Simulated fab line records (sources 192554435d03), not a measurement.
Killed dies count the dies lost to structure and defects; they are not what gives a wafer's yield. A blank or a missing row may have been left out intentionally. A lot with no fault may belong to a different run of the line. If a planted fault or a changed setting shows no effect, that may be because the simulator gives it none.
Which tool is to blame? ; flow n5-finfet ; 10 lots, 30 wafers sampled, at 5 steps of a route of 1938

== WHAT THE GAUGES READ, wafer by wafer ==
N5_BEOL_M4_RC_MEAS_101.
lot;measured;on;DIBL_N (mV/V)
L156;day 7 20:49;prober-02;35.6 36.6 35.5
L157;day 7 23:18;prober-01;35.0 37.3 36.1
L162;day 9 05:38;prober-01;35.7 37.9 37.6
L164;day 9 21:07;prober-01;36.0 35.8 36.5
L165;day 10 00:04;prober-02;33.7 35.0 35.0
L172;day 12 08:54;prober-02;38.2 35.8 35.6
L173;day 12 12:41;prober-02;36.8 36.8 37.8
L175;day 12 13:56;prober-01;33.6 35.3 33.0
L176;day 12 18:17;prober-02;37.8 35.1 34.4
L177;day 13 19:39;prober-01;32.4 33.6 33.5

== TOOL THAT RAN EACH LOT (tool first, then ch and the chambers of the sampled wafers, then the start) ==
lot;N5_BEOL_M3_ANNEAL_82;N5_BEOL_M3_SPUTTER_88;N5_BEOL_M3_ANNEAL_51;N5_BEOL_M3_CMP_52
L156;pvd-sputter-01, day 7 06:13;pvd-sputter-01, day 7 06:34;rtp-anneal-02 ch 0, day 7 07:39;cmp-03 ch 1,2,3, day 7 07:56
L157;pvd-sputter-02, day 7 09:40;pvd-sputter-02, day 7 10:02;rtp-anneal-01 ch 0, day 7 11:17;cmp-03 ch 0,1, day 7 11:35
L162;pvd-sputter-01, day 8 15:22;pvd-sputter-01, day 8 15:43;rtp-anneal-01 ch 0, day 8 16:50;cmp-01 ch 0,1,3, day 8 17:05
L164;pvd-sputter-03, day 9 07:44;pvd-sputter-03, day 9 08:05;rtp-anneal-02 ch 0, day 9 12:20;cmp-03 ch 2,3, day 9 12:40
L165;pvd-sputter-01, day 9 12:05;pvd-sputter-01, day 9 12:27;rtp-anneal-02 ch 0, day 9 13:34;cmp-03 ch 0,2, day 9 13:49
L172;pvd-sputter-01, day 11 17:12;pvd-sputter-01, day 11 17:34;rtp-anneal-01 ch 0, day 11 18:41;cmp-03 ch 0,1,2, day 11 18:56
L173;pvd-sputter-03, day 11 22:31;pvd-sputter-03, day 11 22:53;rtp-anneal-01 ch 0, day 12 00:11;cmp-04 ch 1,2, day 12 00:29
L175;pvd-sputter-02, day 12 00:16;pvd-sputter-02, day 12 00:38;rtp-anneal-02 ch 0, day 12 01:50;cmp-03 ch 0,1,2, day 12 02:10
L176;pvd-sputter-01, day 12 04:43;pvd-sputter-01, day 12 05:04;rtp-anneal-02 ch 0, day 12 06:14;cmp-01 ch 0,1,3, day 12 06:43
L177;pvd-sputter-01, day 13 08:59;pvd-sputter-01, day 13 09:20;rtp-anneal-02 ch 0, day 13 10:25;cmp-04 ch 1,3, day 13 10:43
- N5_BEOL_M3_ANNEAL_82: time 240 s.
- N5_BEOL_M3_SPUTTER_88: material Cu, target thk 4.5 nm, time 8.29 s.
- N5_BEOL_M3_ANNEAL_51: time 90 s.
- N5_BEOL_M3_CMP_52: polishes, stops on SiOC, t overpolish 6.8 s, target thk 40 nm.

== THE ANSWER, worked out from the rows above alone ==
Rule: what is usual is taken from the lots themselves. Put in order of their means at a reading, lots are off if they are a third of the lots or fewer, leave a main group of 4 or more, and stand apart from it by a gap of 3 or more times the standard deviation of the main group's means; of several such gaps the widest counts. If all means in a main group match to the digits the tables above print for the reading, that group is not used. Also off: a lot with no number at a reading for which 4 or more lots have one. All remaining lots with rows at the step are treated as sound.
No lot is off on any of the readings shown, so nothing can be concluded from this.

== WHAT THE SIMULATOR HAD INSERTED ==
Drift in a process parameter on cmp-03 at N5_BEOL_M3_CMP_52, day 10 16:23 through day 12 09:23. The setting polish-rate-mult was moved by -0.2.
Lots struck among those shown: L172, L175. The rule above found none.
